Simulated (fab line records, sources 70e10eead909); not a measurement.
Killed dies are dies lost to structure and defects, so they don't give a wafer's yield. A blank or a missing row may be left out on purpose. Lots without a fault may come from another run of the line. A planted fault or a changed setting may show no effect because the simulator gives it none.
Problem report in the 8D (eight disciplines) form, filled by code | flow nand_harc | the parts of the form that need people (team, actions taken, sign-off) are left out

1. THE PROBLEM
killed_at_array at NHARC_END_SORT_01 reads a mean of 672 on 9 wafers of 3 lots; wafers without a fault read 52 with a standard deviation of 16. That is +39 standard deviations from the usual mean.
First seen on wafer L468.1, day 30 12:15, on prober-02. The record holds 9 wafers of 3 lots with a number at this step. Rule for "out", or "out of limits": more than 4 standard deviations from the usual mean. The other wafers with a number count as sound.

2. WHAT IT IS AND WHAT IT IS NOT
question                    | is                           | is not
which readings at this step | killed_at_array, killed_dies | killed_at_other, killed_at_periphery, killed_short
which lots                  | L467, L468, L470             | -
which wafers of those lots  | all that have a number       | -
read on which gauges        | prober-01, prober-02         | -
when                        | from day 30 12:15            | up to then (0 sound wafers)

3. SUSPECTS, AND WHAT RULES EACH OUT
Counting: a tool at a process step up to the reading stays a suspect if it ran every lot that is out and no sound lot after the first of them.
- the gauge at NHARC_END_SORT_01: ruled out. The wafers that are out were read on 2 gauges (prober-01, prober-02).
- rie_diel-04 at NHARC_A_CONTACT_ETCH_90 (etches the open film in CH3F/O2, target depth 40 nm, time 85.7 s): kept. It ran every lot that is out, first L468 (day 27 19:46), and no sound lot after that.
Left after counting: rie_diel-04 at NHARC_A_CONTACT_ETCH_90.

4. THE CAUSE (what the simulator had put in)
Skipped step whole: rie_diel-04, from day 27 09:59 on, at NHARC_A_CONTACT_ETCH_90. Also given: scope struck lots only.
Counting left only this tool.

5. THE CHAIN OF EFFECTS, in route order
Each row: a reading whose mean over the struck wafers that have a number lies more than 3 standard deviations from the usual. Only readings for which the record gives a usual standard deviation are gone through. hours: the time from each lot's start at the first step in this table that gives one to its start at this step, as a median over the lots. sigmas: the change in usual standard deviations.
hours | step              | reading         | usual | on struck wafers | change | sigmas
0     | NHARC_END_SORT_01 | killed_at_array | 52    | 672              | +620   | +39
0     | NHARC_END_SORT_01 | killed_dies     | 57    | 677              | +620   | +39
Readings that are blank on the struck wafers while sound wafers have them: bias_w at NHARC_A_CONTACT_ETCH_90; ch3f_flow_sccm at NHARC_A_CONTACT_ETCH_90; drypump_motor_current_A at NHARC_A_CONTACT_ETCH_90; oes_product_au at NHARC_A_CONTACT_ETCH_90; rf_vpp_V at NHARC_A_CONTACT_ETCH_90; showerhead_plenum_p_Torr at NHARC_A_CONTACT_ETCH_90; throttle_valve_pct at NHARC_A_CONTACT_ETCH_90.

6. WHAT WOULD HAVE CAUGHT IT SOONER
In this record the first reading out of limits at a measuring or inspecting step was taken at day 30 12:15, 74 hours after the fault began at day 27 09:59.
At NHARC_A_CONTACT_ETCH_90 the tool's readings are blank on the struck wafers, where sound wafers have them: an empty tool record is the first sign, and it was there at once.
All the lots that are out (3) had begun NHARC_A_CONTACT_ETCH_90 on rie_diel-04 by day 30 12:15. A hold on the tool at that time would have spared none of them.
